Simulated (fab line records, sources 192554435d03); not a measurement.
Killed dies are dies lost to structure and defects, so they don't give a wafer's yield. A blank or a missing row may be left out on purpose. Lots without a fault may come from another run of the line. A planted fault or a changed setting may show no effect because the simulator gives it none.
Which tool did it? | flow n5_finfet | 10 lots, 30 wafers sampled, at 5 steps of a route of 1938

WHAT THE GAUGES READ, wafer by wafer
N5_BEOL_M4_THK_MEAS_01.
lot  | measured     | on            | M4_ILD_THK (nm)
L889 | day 8 04:10  | film_metro-01 | 77.7 77.6 79.6
L890 | day 8 10:21  | film_metro-01 | 79.4 80.0 79.3
L894 | day 8 23:52  | film_metro-02 | 79.1 79.7 79.7
L897 | day 10 00:45 | film_metro-02 | 78.9 80.0 81.4
L898 | day 10 03:48 | film_metro-02 | 78.1 78.0 79.0
L901 | day 12 18:20 | film_metro-02 | 76.8 77.1 79.2
L909 | day 13 01:33 | film_metro-01 | 78.3 79.4 79.3
L910 | day 13 09:54 | film_metro-02 | 79.4 79.2 79.9

N5_BEOL_M4_RC_MEAS_101.
lot  | measured     | on        | DIBL_N (mV/V)  | DIBL_P (mV/V)  | IOFF_N (nA/um) | IOFF_P (nA/um) | ION_N (uA/um) | ION_P (uA/um) | SS_N (mV/dec)  | SS_P (mV/dec)  | VT_N (mV)   | VT_P (mV)
L889 | day 8 13:50  | prober-02 | 36.3 39.2 34.9 | 36.0 38.8 33.5 | 0.15 0.22 0.13 | 0.21 0.24 0.16 | 670 679 668   | 464 462 455   | 71.2 71.9 70.1 | 72.9 73.5 72.4 | 251 245 251 | -248.5 -249.6 -255.4
L890 | day 8 20:51  | prober-02 | 37.0 36.8 38.2 | 37.1 36.1 38.9 | 0.16 0.14 0.19 | 0.24 0.21 0.27 | 688 666 689   | 479 465 476   | 71.4 71.5 71.7 | 73.4 73.0 73.9 | 249 253 247 | -247.9 -248.5 -246.0
L894 | day 9 10:03  | prober-02 | 35.2 37.0 37.0 | 31.7 34.8 34.8 | 0.13 0.16 0.15 | 0.17 0.20 0.20 | 671 685 662   | 459 467 460   | 71.0 71.5 71.9 | 72.1 72.7 72.6 | 253 249 251 | -252.1 -252.0 -250.5
L897 | day 10 07:47 | prober-01 | 35.4 35.8 35.8 | 36.4 37.6 35.5 | 0.16 0.18 0.15 | 0.21 0.23 0.19 | 660 679 666   | 460 467 454   | 71.6 70.7 71.8 | 73.4 73.8 73.0 | 248 245 247 | -251.2 -249.6 -251.7
L898 | day 10 10:26 | prober-02 | 36.7 33.5 35.0 | 35.8 32.1 34.4 | 0.16 0.10 0.13 | 0.22 0.16 0.19 | 686 656 678   | 469 457 463   | 71.6 70.9 71.0 | 73.4 72.8 73.4 | 250 256 251 | -249.1 -253.1 -250.4
L901 | day 13 09:56 | prober-01 | 33.6 38.5 33.4 | 33.2 38.7 33.4 | 0.13 0.22 0.12 | 0.18 0.27 0.18 | 654 687 657   | 452 469 458   | 71.5 72.2 71.7 | 73.0 73.7 73.0 | 251 245 253 | -250.5 -247.3 -251.6
L909 | day 14 00:14 | prober-02 | 36.3 38.9 38.1 | 37.6 40.8 39.7 | 0.16 0.22 0.20 | 0.22 0.28 0.26 | 682 684 709   | 468 473 484   | 71.6 72.1 71.6 | 73.7 74.7 74.1 | 251 246 245 | -250.8 -246.8 -246.6
L910 | day 14 20:30 | prober-02 | 36.4 34.0 36.9 | 38.1 35.8 38.7 | 0.16 0.13 0.19 | 0.23 0.20 0.24 | 671 686 691   | 467 475 480   | 71.5 70.5 71.2 | 73.8 73.1 73.9 | 252 253 245 | -246.8 -248.7 -246.6

WHICH TOOL RAN EACH LOT (tool, then ch and the chambers of the sampled wafers, then the start)
lot  | N5_BEOL_M3_SPUTTER_88        | N5_BEOL_M3_CO_CAP_55             | N5_BEOL_M3_DEP_57
L889 | pvd_sputter-01, day 8 02:07  | cvd_co-01 ch 0,2, day 8 03:52    | pecvd-02 ch 1,2, day 8 03:58
L890 | pvd_sputter-02, day 8 08:14  | cvd_co-01 ch 0,1, day 8 10:02    | pecvd-04 ch 1,2, day 8 10:09
L894 | pvd_sputter-01, day 8 21:48  | cvd_co-01 ch 0,2, day 8 23:32    | pecvd-04 ch 0,1, day 8 23:40
L897 | pvd_sputter-03, day 9 22:25  | cvd_co-02 ch 0,1, day 10 00:26   | pecvd-04 ch 0,1, day 10 00:33
L898 | pvd_sputter-01, day 10 01:12 | cvd_co-02 ch 0,2, day 10 03:29   | pecvd-02 ch 1,2, day 10 03:37
L901 | pvd_sputter-02, day 12 16:13 | cvd_co-01 ch 0,1,2, day 12 18:00 | pecvd-02 ch 0,1,2, day 12 18:07
L904 | pvd_sputter-02, day 12 21:47 | cvd_co-02 ch 0,2, day 12 23:32   | pecvd-04 ch 0,1,2, day 12 23:38
L908 | pvd_sputter-03, day 12 23:14 | cvd_co-01 ch 0,1, day 13 01:04   | pecvd-02 ch 0,1,2, day 13 01:11
L909 | pvd_sputter-01, day 12 23:14 | cvd_co-02 ch 0,1,2, day 13 01:11 | pecvd-01 ch 1,2, day 13 01:19
L910 | pvd_sputter-03, day 13 07:50 | cvd_co-01 ch 0,1,2, day 13 09:37 | pecvd-02 ch 0,1,2, day 13 09:43
- N5_BEOL_M3_SPUTTER_88: material Cu, target thk 4.5 nm, time 8.29 s.
- N5_BEOL_M3_CO_CAP_55: material Co, precursor CCTBA/H2, target thk 2 nm, time 102.1 s.
- N5_BEOL_M3_DEP_57: deposits SiCN from 3MS/NH3, target thk 8 nm, time 14 s.

WHAT THE TOOLS THEMSELVES READ (means of the sampled wafers that have a number; where no wafer has one, the mark that the record gives instead)
N5_BEOL_M3_SPUTTER_88.
lot  | tool           | chamber_pressure_pa (Pa) | throttle_valve_pct (%)
L889 | pvd_sputter-01 | 0.06991                  | 31.3
L890 | pvd_sputter-02 | 0.07009                  | 29.0
L894 | pvd_sputter-01 | 0.07006                  | 31.2
L897 | pvd_sputter-03 | 0.07009                  | 30.4
L898 | pvd_sputter-01 | 0.07009                  | 29.1
L901 | pvd_sputter-02 | 0.06998                  | 29.8
L904 | pvd_sputter-02 | 0.06993                  | 29.7
L908 | pvd_sputter-03 | 0.06994                  | 29.9
L909 | pvd_sputter-01 | 0.06993                  | 30.0
L910 | pvd_sputter-03 | 0.07013                  | 30.3

N5_BEOL_M3_CO_CAP_55.
lot  | tool      | heater_power_w (W)
L889 | cvd_co-01 | 246
L890 | cvd_co-01 | 235
L894 | cvd_co-01 | 231
L897 | cvd_co-02 | 256
L898 | cvd_co-02 | 221
L901 | cvd_co-01 | 241
L904 | cvd_co-02 | 225
L908 | cvd_co-01 | 233
L909 | cvd_co-02 | 239
L910 | cvd_co-01 | 243

N5_BEOL_M3_DEP_57.
lot  | tool     | chamber_pressure_Torr (Torr) | rf_fwd_power_W (W) | showerhead_plenum_p_Torr (Torr) | showerhead_vpp_V (V) | throttle_valve_pct (%)
L889 | pecvd-02 | 3.000                        | 199.2              | 3.658                           | 891                  | 8.7
L890 | pecvd-04 | 3.004                        | 200.3              | 3.655                           | 790                  | 9.0
L894 | pecvd-04 | 2.996                        | 200.4              | 3.662                           | 850                  | 9.5
L897 | pecvd-04 | 3.008                        | 200.1              | 3.671                           | 849                  | 9.2
L898 | pecvd-02 | 2.996                        | 199.2              | 3.650                           | 892                  | 8.8
L901 | pecvd-02 | 3.001                        | 199.1              | 3.655                           | 865                  | 9.0
L904 | pecvd-04 | -                            | -                  | -                               | -                    | -
L908 | pecvd-02 | -                            | -                  | -                               | -                    | -
L909 | pecvd-01 | 2.999                        | 199.3              | 3.667                           | 899                  | 8.8
L910 | pecvd-02 | 3.006                        | 199.9              | 3.663                           | 870                  | 9.1

THE ANSWER, worked out from the rows above alone
Rule: what is usual is taken from the lots themselves. Put in order of their means at a reading, lots are off if they are a third of the lots or fewer, leave a main group of 4 or more, and stand apart from it by a gap of 3 or more times the standard deviation of the main group's means; of several such gaps the widest counts. A main group whose means are all the same, to the digits that the tables above print for the reading, isn't used. A lot without any number at a reading at which 4 lots or more have one is off too. The other lots that the step has rows for count as sound. The gauges are gone through in route order, then the tools' own readings, and for those a lot's mean is taken as printed above. The first step at which some lot is off is used, and at that step the reading that is off furthest; a lot without a number counts as furthest.
Off: L904, L908, at N5_BEOL_M3_DEP_57 (chamber_pressure_Torr). Without a number there: L904, L908. The main group: mean 3.001 Torr, standard deviation 0.0041.
A tool fits if, at that step or a process step before it, it ran every lot that is off, and no sound lot after the first of them. None of those tried fits.

WHAT THE SIMULATOR HAD PUT IN
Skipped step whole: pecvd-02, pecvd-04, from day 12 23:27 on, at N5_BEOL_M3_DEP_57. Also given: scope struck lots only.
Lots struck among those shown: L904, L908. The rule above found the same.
